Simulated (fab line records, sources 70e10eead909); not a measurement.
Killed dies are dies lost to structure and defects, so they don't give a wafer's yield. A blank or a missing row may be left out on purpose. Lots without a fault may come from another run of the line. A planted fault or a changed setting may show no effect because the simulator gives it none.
One fault seen from 3 desks | flow nand_harc | each desk has only its own numbers; what lay behind them comes last

THE DEFECT DESK
What the inspections along the route counted, lot by lot: means of the sampled wafers that have a number. A lot is out of limits, marked OUT, if its mean lies more than 4 standard deviations from the usual mean; the brackets give that distance.
Columns: A = raw_defect_count at NHARC_P_GATE_INSPECT_28, usual 6.5; B = raw_defect_count at NHARC_P_GATE_INSPECT_68, usual 199
lot  | first seen here | A                       | B
L254 | day 4 19:31     | 4.0                     | 315
L255 | day 5 00:43     | 7.3                     | 202
L256 | day 5 00:52     | 10.3                    | 200
L257 | day 5 14:41     | 6.3                     | 166
L259 | day 5 22:18     | 5.7                     | 202
L260 | day 6 10:07     | 5.3                     | 182
L261 | day 6 15:14     | 5.7                     | 153
L269 | day 8 07:13     | 150.3 (+48) OUT         | 442
L270 | day 8 19:20     | 312.3 (+99 or more) OUT | 492
L274 | day 9 13:07     | 6.0                     | 215
L273 | day 9 13:45     | 7.0                     | 230
L275 | day 10 00:51    | 8.7                     | 277
This desk's finding: out of limits on L269, L270; first on L269, day 8 07:13 (raw_defect_count at NHARC_P_GATE_INSPECT_28). In limits: L254, L255, L256, L257, L259, L260, L261, L274, L273, L275.

THE METROLOGY DESK
What the gauges read, lot by lot, whatever tool the lot ran on: means of the sampled wafers that have a number. A lot is out of limits, marked OUT, if its mean lies more than 4 standard deviations from the usual mean; the brackets give that distance.
Columns: A = cd_nm at NHARC_P_GATE_CD_MEAS_33, usual 119 nm
lot  | first seen here | A
L254 | day 4 20:23     | 118
L255 | day 5 01:43     | 124
L256 | day 5 01:56     | 118
L257 | day 5 15:53     | 118
L259 | day 5 23:16     | 118
L260 | day 6 10:59     | 120
L261 | day 6 16:10     | 120
L269 | day 8 08:05     | 119
L270 | day 8 20:15     | 119
L274 | day 9 14:07     | 122
L273 | day 9 14:53     | 125
L275 | day 10 01:43    | 121
This desk's finding: nothing out of limits on any of the 12 lots.

THE TOOL OWNER'S DESK: pecvd-04
The tool's own readings at NHARC_P_GATE_DEP_103 (deposits SiON, target thk 30 nm): means of the sampled wafers that have a number, for each lot that ran on this tool. A lot is out of limits, marked OUT, if its mean lies more than 4 standard deviations from the usual mean; the brackets give that distance.
Columns: A = heater_power_w at NHARC_P_GATE_DEP_103, usual 737 W
lot  | first seen here | A
L257 | day 5 13:52     | 675
L261 | day 6 14:19     | 759
L269 | day 8 06:25     | 719
L270 | day 8 18:32     | 657
This desk's finding: nothing out of limits on any of the 4 lots.

PUT TOGETHER
The defect desk could have raised an alarm at day 8 07:13, on L269, L270.
The metrology desk saw nothing out of limits.
The tool owner's desk saw nothing out of limits.
The metrology desk has L269, L270 on record, within its limits.
The tool owner's desk has L269, L270 on record, within its limits.
Of the lots named, all ran NHARC_P_GATE_DEP_103 on pecvd-04.

WHAT THE SIMULATOR HAD PUT IN
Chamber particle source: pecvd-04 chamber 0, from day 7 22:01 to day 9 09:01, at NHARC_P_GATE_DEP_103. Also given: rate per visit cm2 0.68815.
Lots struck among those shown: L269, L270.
Hours from the fault's start to each desk's first reading out of limits: the defect desk, 9.
